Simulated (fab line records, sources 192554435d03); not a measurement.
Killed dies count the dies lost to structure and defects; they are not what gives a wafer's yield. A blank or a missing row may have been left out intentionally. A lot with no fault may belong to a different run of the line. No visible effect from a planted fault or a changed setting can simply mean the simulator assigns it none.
Struck lot and sound lot, side by side    flow n5 finfet    16 steps out of a route of 1938
Sound: the wafers L633.1, L633.4, L633.6. Struck: wafer L629.6. (L629.5 of the same lot was not struck and is left out.) The cause comes at the end.
For every step that has rows: the tool of each side, followed by ch and its chambers, followed by its first start. Under that, the readings that differ: sound wafers    struck wafers    difference of the means    sigmas: that difference in standard deviations of wafers without a fault.
alike: same words and numbers on both sides, and readings whose means sit less than 2 such deviations apart. not compared: any withheld reading, any reading some wafer has no value for, any bound like >300 that may hide the same value, and any number with overlapping values for which the record gives no deviation.
Wherever a step has rows on one side only, a row that says differs or no value, or a row with sigmas, the two part there. Numbers that have no deviation but don't overlap get no sigmas and don't part them. Lack of a reading on every wafer of one side parts them only where that side has two or more wafers.

first, 1 step without rows for these wafers: N5_BEOL_M3_DEVELOP_27 (develop time 30 s).
N5_BEOL_M3_CD_MEAS_28: target cd 25.7 nm, target cd y 23.3 nm.
  sound on cd sem-03 ch 0, day 11 03:18; struck on cd sem-02 ch 0, day 10 09:17
  alike: cd nm
N5_BEOL_M3_OVL_MEAS_29:
  sound on overlay-01 ch 0, day 11 03:20; struck on overlay-01 ch 0, day 10 09:20
  alike: V2_OVL
N5_BEOL_M3_INSPECT_30: inspects for defects (brightfield).
  sound: defect inspect-01 at day 11 03:23; struck: defect inspect-02 at day 10 09:22
  alike: raw defect count
N5_BEOL_M3_DESCUM_33: chemistry O2, time 7 s.
  sound on rie diel-06 ch 2,3, day 11 03:25; struck on rie diel-02 ch 0, day 10 09:25
  alike: drypump motor current A, oes product au, rf fwd power W, rf vpp V, showerhead plenum p Torr, throttle valve pct
  not compared: rf hours counter h
N5_BEOL_M3_ETCH_77: etches underlayer in N2/H2, target depth 6.5 nm, time 5.2 s.
  sound on rie diel-06 ch 2,3, day 11 03:28; struck on rie diel-02 ch 0, day 10 09:26
  alike: drypump motor current A, etch rf on time s, oes product au, rf fwd power W, rf vpp V, showerhead plenum p Torr, throttle valve pct
  not compared: rf hours counter h
N5_BEOL_M3_ETCH_69: etches SiARC in CF4, target depth 15.6 nm, time 26 s.
  sound on rie diel-06 ch 2,3, day 11 03:28; struck on rie diel-02 ch 0, day 10 09:29
reading                sound           struck  difference  sigmas
etch rf on time s (s)  25.3 24.2 25.4  26.7    +1.7        +2
  alike: drypump motor current A, oes product au, rf fwd power W, rf vpp V, showerhead plenum p Torr, throttle valve pct
  not compared: rf hours counter h
then, 1 step without rows for these wafers: N5_BEOL_M3_ALD_98 (deposits SiO2, target thk 2.5 nm, pulse time 1 s, co reactant pulse time 1 s).
N5_BEOL_M3_ETCHBACK_99: etches SiO2 in CHF3, target depth 5 nm, time 10.4 s.
  sound on rie diel-05 ch 0,2,3, day 11 03:55; struck on rie diel-06 ch 3, day 10 10:59
reading                          sound           struck  difference  sigmas
rf vpp V (V)                     247 245 242     228     -17         -2
showerhead plenum p Torr (Torr)  2.25 2.18 2.16  1.99    -0.21       -3
  alike: drypump motor current A, oes product au, rf fwd power W, throttle valve pct
  not compared: rf hours counter h
N5_BEOL_M3_ETCH_70: etches SOC in N2/H2, target depth 80 nm, overetch 16 nm, time 120 s.
  sound on rie diel-05 ch 0,2,3, day 11 03:57; struck on rie diel-06 ch 3, day 10 11:02
reading                          sound              struck  difference  sigmas
rf vpp V (V)                     526.7 524.7 525.2  518.4   -7.1        -2
showerhead plenum p Torr (Torr)  2.69 2.60 2.58     2.32    -0.30       -3
  alike: drypump motor current A, oes product au, rf fwd power W, throttle valve pct
  not compared: rf hours counter h
then, 2 steps without rows for these wafers: N5_BEOL_M3_STRIP_71 (strips in N2/H2); N5_BEOL_M3_STRIP_78 (strips in N2/H2).
N5_BEOL_M3_VIA_ETCH_34: etches the open film in C4F6/O2, target depth 69.4 nm, time 65.9 s.
  sound on rie diel-05 ch 0,2,3, day 11 04:03; struck on rie diel-06 ch 3, day 10 11:08
reading                                   sound             struck  difference  sigmas
oes product au (a.u.)                     0.81 0.82 0.81    0.63    -0.18       -2
rf vpp V (V)                              679 680 671       631     -46         -2
showerhead plenum p Torr (Torr)           2.97 2.88 2.86    2.63    -0.27       -3
model.etch.depth nm (nm)                  68.78 66.52 68.2  48.31   -19.52      
model.SOC_of_BEOL_M3_COAT_67.thk nm (nm)  52 52.4 52.4      54.4    +2.1        
  alike: drypump motor current A, rf fwd power W, throttle valve pct
  not compared: rf hours counter h
then, 1 step without rows for these wafers: N5_BEOL_M3_STRIP_83 (strips in C4F6/O2).
N5_BEOL_M4_RC_MEAS_101:
  sound on prober-02 ch 0, day 11 19:54; struck on prober-01 ch 0, day 11 05:01
  alike: DIBL_N, DIBL_P, IOFF_N, IOFF_P, ION_N, ION_P, SS_N, SS_P, VT_N, VT_P
then, 1 step without rows for these wafers: N5_PASSIVATION_PROBE_49.

## WHERE THEY PART
At N5_BEOL_M3_ETCH_69 first; at N5_BEOL_M3_VIA_ETCH_34 last (within this record only). Later steps at which nothing parts them and some readings are alike: N5_BEOL_M4_RC_MEAS_101.

WHY: the cause the simulator had injected
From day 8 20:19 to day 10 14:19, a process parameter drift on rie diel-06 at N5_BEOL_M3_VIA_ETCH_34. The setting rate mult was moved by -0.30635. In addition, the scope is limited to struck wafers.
